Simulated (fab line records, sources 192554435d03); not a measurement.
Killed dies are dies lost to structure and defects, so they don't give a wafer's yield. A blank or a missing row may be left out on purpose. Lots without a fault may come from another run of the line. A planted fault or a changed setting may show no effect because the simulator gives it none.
Split-lot experiment | flow n5_finfet | 7 lots, 21 wafers read, on a route of 1938 steps

THE SPLIT
At N5_BEOL_M1_TRENCH_ETCH_37 (etches SiOC in C4F6/O2, target depth 55.207 nm, time 29 s), the setting time_s was moved away from the recipe's 29 s on 9 of the 21 wafers read, by -11.0% to +11.1%. The other wafers ran this setting at the recipe's value.

FROM THE SPLIT TO THE READING: what the file shows between them, 2 steps
- N5_BEOL_M1_ETCH_41: etches SiCN in CH3F/O2, target depth 31.9 nm, time 57.8 s
- N5_BEOL_M1_STRIP_97: strips in N2/H2, time 10 s

THE READING
trench_depth_nm, in nm, at N5_BEOL_M1_OCD_MEAS_38. Fault-free wafers of this fab line usually give 55.4 nm, standard deviation 0.94 nm.

wafer  | tool, chamber at the split | time_s as run, s | against the recipe | trench_depth_nm, nm | against lot-mates on the recipe
L076.1 | rie_diel-01, 3             | 31.07            | +7.1%              | 59.0                | no lot-mate on the recipe
L076.5 | rie_diel-01, 3             | 31.07            | +7.1%              | 58.7                | no lot-mate on the recipe
L076.6 | rie_diel-01, 1             | 31.07            | +7.1%              | 59.0                | no lot-mate on the recipe
L077.2 | rie_diel-04, 3             | 29               | recipe             | 54.1                | -
L077.4 | rie_diel-04, 0             | 29               | recipe             | 55.9                | -
L077.6 | rie_diel-04, 0             | 25.8             | -11.0%             | 51.4                | -3.6
L079.2 | rie_diel-04, 3             | 29               | recipe             | 55.1                | -
L079.3 | rie_diel-04, 2             | 26.88            | -7.3%              | 52.9                | -2.2
L079.4 | rie_diel-04, 0             | 26.88            | -7.3%              | 51.7                | -3.4
L085.2 | rie_diel-01, 2             | 29               | recipe             | 53.9                | -
L085.3 | rie_diel-01, 3             | 29               | recipe             | 53.9                | -
L085.4 | rie_diel-01, 1             | 25.81            | -11.0%             | 48.2                | -5.7
L086.2 | rie_diel-04, 1             | 29               | recipe             | 55.8                | -
L086.4 | rie_diel-04, 3             | 29               | recipe             | 57.3                | -
L086.6 | rie_diel-04, 1             | 29               | recipe             | 55.7                | -
L088.2 | rie_diel-01, 3             | 32.23            | +11.1%             | 62.1                | +6.5
L088.5 | rie_diel-01, 1             | 32.23            | +11.1%             | 61.4                | +5.8
L088.6 | rie_diel-01, 2             | 29               | recipe             | 55.6                | -
L096.1 | rie_diel-04, 2             | 29               | recipe             | 56.2                | -
L096.2 | rie_diel-04, 3             | 29               | recipe             | 57.0                | -
L096.4 | rie_diel-04, 0             | 29               | recipe             | 56.1                | -

THE FIT
A straight line over all 21 wafers: trench_depth_nm changes by +0.511 nm for each +1% of time_s; r = +0.95; the points scatter about the line by 1.1 nm.
The same after taking each lot's own level away (the mean of its wafers on the recipe; 18 wafers): +0.475 nm for each +1%; r = +0.97; scatter 0.75 nm.
On that fit, the largest move of time_s shifts the reading by 5.3 nm.
The lots' own levels span 53.90 to 56.43 nm, that is 2.7 times the standard deviation above.
So the lot-to-lot level changes the slope little: the two slopes agree.
Check: with one of the wafers moved furthest among these (+11.1%) left out of the fit, the line predicts +5.11 nm for it against its lot-mates. It came out at +6.5 nm against them.

OTHER SPLITS ON THESE WAFERS
These wafers also went through other splits before the reading. Each is held against what the fit with the lots' levels taken away leaves over:
other split on the same wafers    | wafers away from the commonest value | r with trench_depth_nm (lot level and that fit taken away)
N5_BEOL_M0_SAQP_COAT_08 spin_rpm  | 7                                    | -0.18
N5_BEOL_M0_CUTY_EXPOSE_54 dose_mj | 7                                    | -0.49
N5_BEOL_M0_ETCH_138 source_w      | 3                                    | +0.55
N5_BEOL_M1_ETCH_64 source_w       | 6                                    | +0.27
N5_BEOL_M1_ALD_98 ald_cycles      | 5                                    | +0.07

THE WHOLE CHAIN: every reading that the file lists as answering this split, in the file's order
step                      | what it does                                              | reading                                                                   | change (the file's fit)               | r (the file's)
N5_BEOL_M1_TRENCH_ETCH_37 | etches SiOC in C4F6/O2, target depth 55.207 nm, time 29 s | etch.depth_nm (the simulator's own value, which no gauge read)            | +0.48 nm for each +1% of the setting  | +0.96
N5_BEOL_M1_TRENCH_ETCH_37 | etches SiOC in C4F6/O2, target depth 55.207 nm, time 29 s | BEOL_M1.feature_depth_nm (the simulator's own value, which no gauge read) | +0.485 nm for each +1% of the setting | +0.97
N5_BEOL_M1_OCD_MEAS_38    |                                                           | trench_depth_nm                                                           | +0.459 nm for each +1% of the setting | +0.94

THE FILE'S OWN FIT
trench_depth_nm changes by +0.459 nm for each +1% of time_s, r = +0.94.
